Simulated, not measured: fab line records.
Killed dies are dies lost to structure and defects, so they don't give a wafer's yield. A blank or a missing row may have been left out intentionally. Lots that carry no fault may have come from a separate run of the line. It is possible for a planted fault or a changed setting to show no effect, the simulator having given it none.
Which tool was responsible? ; flow n5Finfet ; 32 wafers from 11 lots sampled at 3 of the route's 1938 steps

== WHAT EACH GAUGE READ, for each wafer ==
N5_BEOL_M9_INSPECT_58: inspects for defects (darkfield).
lot;measured;on;rawDefectCount
L611;day 9 04:29;defectInspect-02;77 61 64
L612;day 10 01:07;defectInspect-01;75 115 94
L614;day 10 05:04;defectInspect-01;73 51 67
L613;day 10 07:01;defectInspect-01;78 54 81
L615;day 10 17:01;defectInspect-02;40 65 37
L617;day 11 02:11;defectInspect-02;69 75 46
L616;day 11 03:44;defectInspect-02;82 63 52
L618;day 11 07:08;defectInspect-02;77 57 84
L623;day 13 07:59;defectInspect-01;122 86 59
L629;day 14 07:19;defectInspect-01;83 89
L633;day 15 18:12;defectInspect-01;84 56 106

== WHAT TOOL EACH LOT RAN ON (gives the tool, then ch and the chambers of the sampled wafers, and finally the start) ==
lot;N5_BEOL_M9_CVD_78;N5_BEOL_M9_ANNEAL_51
L611;cvdCo-01 ch 0,1,2, day 9 03:16;rtpAnneal-02 ch 0, day 9 03:52
L612;cvdCo-02 ch 0,1,2, day 9 23:52;rtpAnneal-01 ch 0, day 10 00:24
L614;cvdCo-02 ch 0,1,2, day 10 03:38;rtpAnneal-02 ch 0, day 10 04:20
L613;cvdCo-01 ch 0,1,2, day 10 05:34;rtpAnneal-01 ch 0, day 10 06:14
L615;cvdCo-02 ch 1,2, day 10 15:55;rtpAnneal-01 ch 0, day 10 16:16
L617;cvdCo-02 ch 1,2, day 10 23:56;rtpAnneal-02 ch 0, day 11 01:26
L616;cvdCo-02 ch 0,1, day 11 02:38;rtpAnneal-01 ch 0, day 11 03:02
L618;cvdCo-01 ch 0,1, day 11 05:34;rtpAnneal-01 ch 0, day 11 06:26
L623;cvdCo-02 ch 0,2, day 13 06:51;rtpAnneal-02 ch 0, day 13 07:14
L629;cvdCo-01 ch 0, day 14 06:01;rtpAnneal-01 ch 0, day 14 06:34
L633;cvdCo-01 ch 0,1,2, day 15 17:03;rtpAnneal-02 ch 0, day 15 17:27
- N5_BEOL_M9_CVD_78: deposits Co from CCTBA/H2, target thk 2 nm, time 138.9 s.
- N5_BEOL_M9_ANNEAL_51: time 90 s.

== WHAT THE TOOLS THEMSELVES READ (means of the sampled wafers that have a number; where no wafer has one, the mark that the record gives instead) ==
N5_BEOL_M9_CVD_78.
lot;tool;runLengthS (s)
L611;cvdCo-01;162.0
L612;cvdCo-02;161.2
L614;cvdCo-02;161.5
L613;cvdCo-01;162.2
L615;cvdCo-02;161.9
L617;cvdCo-02;161.8
L616;cvdCo-02;161.4
L618;cvdCo-01;162.0
L623;cvdCo-02;160.7
L629;cvdCo-01;162.8
L633;cvdCo-01;162.4

N5_BEOL_M9_ANNEAL_51.
lot;tool;wafer_temp_C_max
L611;rtpAnneal-02;225.64
L612;rtpAnneal-01;225.54
L614;rtpAnneal-02;225.81
L613;rtpAnneal-01;225.57
L615;rtpAnneal-01;225.62
L617;rtpAnneal-02;225.81
L616;rtpAnneal-01;225.69
L618;rtpAnneal-01;225.50
L623;rtpAnneal-02;225.80
L629;rtpAnneal-01;225.71
L633;rtpAnneal-02;225.61

== THE ANSWER, worked out from the rows above alone ==
Rule: what is usual is taken from the lots themselves. Put in order of their means at a reading, lots are off if they are a third of the lots or fewer, leave a main group of 4 or more, and stand apart from it by a gap of 3 or more times the standard deviation of the main group's means; of several such gaps the widest counts. A main group is skipped when, at the precision printed for the reading in the tables above, its means are all equal. Also off: a lot with no number at a reading for which 4 or more lots have one. The other lots that the step has rows for count as sound. After the gauges, taken in route order, come the tools' own readings; for these a lot's mean is taken, as printed above. At the first step where some lot is off, the reading lying furthest off is the one used; lots without a number count as furthest.
Across all readings shown, no lot is off: no conclusion can be drawn from this.

== WHAT THE SIMULATOR PUT IN ==
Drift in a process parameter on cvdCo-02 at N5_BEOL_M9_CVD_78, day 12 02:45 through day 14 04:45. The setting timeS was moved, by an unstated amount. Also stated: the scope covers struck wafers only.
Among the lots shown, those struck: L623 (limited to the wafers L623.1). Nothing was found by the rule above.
